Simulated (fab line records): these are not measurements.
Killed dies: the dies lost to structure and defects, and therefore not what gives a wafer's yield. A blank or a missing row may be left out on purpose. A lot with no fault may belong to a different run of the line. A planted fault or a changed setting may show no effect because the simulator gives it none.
The same fault as seen by 3 desks    flow n5-finfet    each desk has only its own numbers; what lay behind them comes last

== THE DEFECT DESK ==
Inspection counts along the route, by lot: the mean over sampled wafers that carry a number. If a lot's mean is further than 4 standard deviations from the usual mean, the lot is out of limits and carries the mark OUT (the distance appears in the brackets).
Columns: A = raw-defect-count at N5_BEOL_M0_SAQP_INSPECT_16, usual 488
lot   first seen here  A
L651  day 6 02:42      439
L652  day 6 09:04      417
L657  day 7 13:41      615
L661  day 8 16:43      312
L662  day 8 23:41      521
L663  day 9 01:35      497
L671  day 10 22:13     493
L672  day 11 08:19     284
This desk's verdict: no lot among the 8 shows anything out of limits.

== DESK OF THE TOOL OWNER: euv-scanner-02 ==
The tool's own readings at N5_BEOL_M0_SAQP_EXPOSE_37 (exposes mask M0 CUT1, target cd 30 nm): means of the sampled wafers that have a number, for each lot that ran on this tool. If a lot's mean is further than 4 standard deviations from the usual mean, the lot is out of limits and carries the mark OUT (the distance appears in the brackets).
Columns: A = exposure-dose-mJ-cm2 at N5_BEOL_M0_SAQP_EXPOSE_37, usual 44.99
lot   first seen here  A
L651  day 6 06:53      45.22
L652  day 6 12:37      45.18
L657  day 7 17:33      40.04 (-22) OUT
L661  day 8 21:04      40.96 (-18) OUT
This desk finds L657, L661 out of limits, L657 being first, at day 7 17:33 (exposure-dose-mJ-cm2 at N5_BEOL_M0_SAQP_EXPOSE_37). Within limits: L651, L652.

== FROM THE METROLOGY DESK ==
Lot by lot, what the gauges showed, no matter which tool ran the lot: averages of those sampled wafers that carry a number. If a lot's mean is further than 4 standard deviations from the usual mean, the lot is out of limits and carries the mark OUT (the distance appears in the brackets). It has 11 readings, of which 7 appear: the earliest out of limits, and the ones furthest out on some lot.
Columns: A = cd-nm at N5_BEOL_M0_SAQP_CD_MEAS_40, usual 30.02 nm; B = DIBL_N at N5_BEOL_M4_RC_MEAS_101, usual 36.9 mV/V; C = DIBL_P at N5_BEOL_M4_RC_MEAS_101, usual 36.7 mV/V; D = IOFF_P at N5_BEOL_M4_RC_MEAS_101, usual 0.22 nA/um; E = ION_N at N5_BEOL_M4_RC_MEAS_101, usual 674 uA/um; F = ION_P at N5_BEOL_M4_RC_MEAS_101, usual 461 uA/um; G = VT_P at N5_BEOL_M4_RC_MEAS_101, usual -250 mV
lot   first seen here  A                 B     C     D     E    F    G
L651  day 6 07:00      30.18             36.6  35.3  0.17  671  452  -256
L652  day 6 12:44      30.32             34.4  33.6  0.18  658  451  -252
L657  day 7 17:41      27.23 (-10) OUT   -     -     -     -    -    -
L661  day 8 21:12      27.94 (-7.7) OUT  36.3  37.6  0.23  681  467  -247
L662  day 9 03:44      30.08             35.8  35.7  0.17  677  456  -254
L663  day 9 05:39      29.86             37.5  38.1  0.25  688  468  -248
L671  day 11 02:56     29.97             37.1  38.0  0.27  679  471  -246
L672  day 11 12:05     30.13             38.8  38.4  0.24  668  462  -248
This desk finds L657, L661 out of limits, L657 being first, at day 7 17:41 (cd-nm at N5_BEOL_M0_SAQP_CD_MEAS_40). Within limits: L651, L652, L662, L663, L671, L672.

== BROUGHT TOGETHER ==
The tool owner's desk could have raised an alarm at day 7 17:33, on L657, L661.
At day 7 17:41 the metrology desk could have sounded an alarm, on L657, L661.
Nothing out of limits was seen by the defect desk.
The defect desk has L657, L661 on record, within its limits.
N5_BEOL_M0_SAQP_EXPOSE_37 was run on euv-scanner-02 by each of the lots named.

== WHAT THE SIMULATOR HAD PUT IN ==
Process parameter drift: euv-scanner-02, from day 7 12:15 on, at N5_BEOL_M0_SAQP_EXPOSE_37. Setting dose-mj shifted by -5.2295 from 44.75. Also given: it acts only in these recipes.
Lots struck among those shown: L657, L661.
Hours from the fault's start to each desk's first reading out of limits: the tool owner's desk, 5; the metrology desk, 5.
